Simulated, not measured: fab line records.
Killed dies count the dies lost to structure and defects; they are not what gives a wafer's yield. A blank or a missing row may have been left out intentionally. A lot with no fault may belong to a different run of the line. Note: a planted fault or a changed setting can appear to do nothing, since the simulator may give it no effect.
Chamber matching	flow nandHarc	rieDiel-04 running NHARC_P_GATE_STRIP_108: 4 sister chambers
The step strips in O2. 4 wafers are shown with their chamber, then 8 later ones without.

== EACH WAFER AND ITS CHAMBER ==
wafer	chamber	showerheadPlenumPTorr (Torr)
L277.5	1	3.65
L290.1	0	3.73
L290.2	3	3.51
L291.2	2	3.62

== WAFERS WHOSE CHAMBER IS MISSING ==
wafer	showerheadPlenumPTorr (Torr)
L291.4	3.65
L291.5	3.51
L292.3	3.62
L292.4	3.73
L292.6	3.73
L294.1	3.61
L294.2	3.51
L294.6	3.62

== EACH ONE'S CHAMBER ==
wafer	from the rows above	in truth
L291.4	1	1
L291.5	3	3
L292.3	2	2
L292.4	0	0
L292.6	0	0
L294.1	2	2
L294.2	3	3
L294.6	2	2
Placed correctly: 8 of 8. Number that these rows cannot place: 0. Placed wrongly: 0.
How it was worked out, from the rows above alone: a wafer's distance from a chamber is the root of the sum, over the readings, of the square of ((its reading less the chamber's mean) divided by the reading's scatter). The wafer belongs to the nearest chamber; if the next one is less than 2 further off, it can't be placed. Each chamber's mean is taken over the wafers shown for it. The scatter (one wafer shown for each chamber): square how far every hidden wafer sits from the nearest shown wafer, average those squares and take the square root.
